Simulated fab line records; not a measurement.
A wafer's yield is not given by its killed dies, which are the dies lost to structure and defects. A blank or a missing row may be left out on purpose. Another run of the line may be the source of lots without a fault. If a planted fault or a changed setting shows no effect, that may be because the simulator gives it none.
Split-lot trial ; flow n5Finfet ; route with 1938 steps; 7 lots, 39 wafers read

## THE SPLIT
At N5_BEOL_M5_DEP_56 (deposits SiCN from 3MS/NH3, target thk 8 nm, time 14 s), the setting targetThkA was moved away from the recipe's 80 angstrom on 15 of the 39 wafers read, by -56.6% to +34.0%. For the rest of the wafers, this setting stayed at what the recipe calls for.

The reading comes from the split's own step.

## THE READING
SiCN_of_BEOL_M5_DEP_56.thkNm (the simulator's own value, which no gauge read), in nm, at N5_BEOL_M5_DEP_56 (deposits SiCN from 3MS/NH3, target thk 8 nm, time 14 s). There is no usual value for it anywhere in the file. Across the 24 wafers here that went through the recipe, the average is 8.1 nm and the standard deviation 0.14 nm.

wafer;tool, chamber at the split;targetThkA as run, angstrom;against the recipe;SiCN_of_BEOL_M5_DEP_56.thkNm, nm;against lot-mates on the recipe
L078.1;pecvd-02, 0,2,0;80;recipe;8;-
L078.3;pecvd-02, 0,2,0;80;recipe;8;-
L078.4;pecvd-02, 0,2,0;80;recipe;8;-
L078.2;pecvd-02, 1;106.5;+33.1%;10.4;+2.4
L078.5;pecvd-02, 1;106.5;+33.1%;10.4;+2.4
L078.6;pecvd-02, 2;106.5;+33.1%;10.6;+2.6
L083.1;pecvd-01, 2;34.73;-56.6%;3.6;-4.7
L083.2;pecvd-01, 0;34.73;-56.6%;3.4;-4.9
L083.3;pecvd-01, 1;80;recipe;8.2;-
L083.4;pecvd-01, 2,1;80;recipe;8.4;-
L083.5;pecvd-01, 2,1;80;recipe;8.4;-
L083.6;pecvd-01, 0;34.73;-56.6%;3.8;-4.5
L085.1;pecvd-01, 1,0;63.56;-20.6%;6.6;-1.5
L085.6;pecvd-01, 1,0;63.56;-20.6%;6.6;-1.5
L085.2;pecvd-01, 2;63.56;-20.6%;6.4;-1.7
L085.3;pecvd-01, 0;80;recipe;8;-
L085.4;pecvd-01, 1,2;80;recipe;8.2;-
L085.5;pecvd-01, 1,2;80;recipe;8.2;-
L087.1;pecvd-02, 0,1,1;64.75;-19.1%;6.4;-1.7
L087.3;pecvd-02, 0,1,1;64.75;-19.1%;6.4;-1.7
L087.4;pecvd-02, 0,1,1;64.75;-19.1%;6.4;-1.7
L087.2;pecvd-02, 2;80;recipe;8;-
L087.5;pecvd-02, 2;80;recipe;8;-
L087.6;pecvd-02, 0;80;recipe;8.2;-
L091.2;pecvd-02, 1,2;80;recipe;8;-
L091.3;pecvd-02, 1,2;80;recipe;8;-
L091.5;pecvd-02, 1;80;recipe;8.2;-
L097.1;pecvd-01, 2,2,1;80;recipe;8;-
L097.5;pecvd-01, 2,2,1;80;recipe;8;-
L097.6;pecvd-01, 2,2,1;80;recipe;8;-
L097.2;pecvd-01, 1,2,1;80;recipe;8.2;-
L097.3;pecvd-01, 1,2,1;80;recipe;8.2;-
L097.4;pecvd-01, 1,2,1;80;recipe;8.2;-
L096.1;pecvd-01, 1,0;80;recipe;8.2;-
L096.5;pecvd-01, 1,0;80;recipe;8.2;-
L096.2;pecvd-01, 0,2;107.2;+34.0%;10.8;+2.5
L096.3;pecvd-01, 0,2;107.2;+34.0%;10.8;+2.5
L096.4;pecvd-01, 1;107.2;+34.0%;11;+2.7
L096.6;pecvd-01, 2;80;recipe;8.4;-
The file does not say which wafer passed through which chamber wherever a row lists several chambers: such a row stands for several wafers.

THE FIT
A straight line over all 39 wafers: SiCN_of_BEOL_M5_DEP_56.thkNm changes by +0.0788 nm for each +1% of targetThkA; r = +1.00; the points scatter about the line by 0.16 nm.
The same after taking each lot's own level away (the mean of its wafers on the recipe; 39 wafers): +0.0803 nm for each +1%; r = +1.00; scatter 0.13 nm.
On that fit, the largest move of targetThkA shifts the reading by 4.5 nm.
The lots' own levels span 8.00 to 8.33 nm, that is 2.4 times the standard deviation above.
Hence the lot-to-lot level has little effect on the slope; both slopes agree.
Check: for one of the wafers moved furthest among these (-56.6%), held out of the fit, the line's prediction against its lot-mates is -4.56 nm. Against them it came out at -4.73 nm.

## FILE'S OWN FIT
SiCN_of_BEOL_M5_DEP_56.thkNm changes by +0.0805 nm for each +1% of targetThkA, r = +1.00.
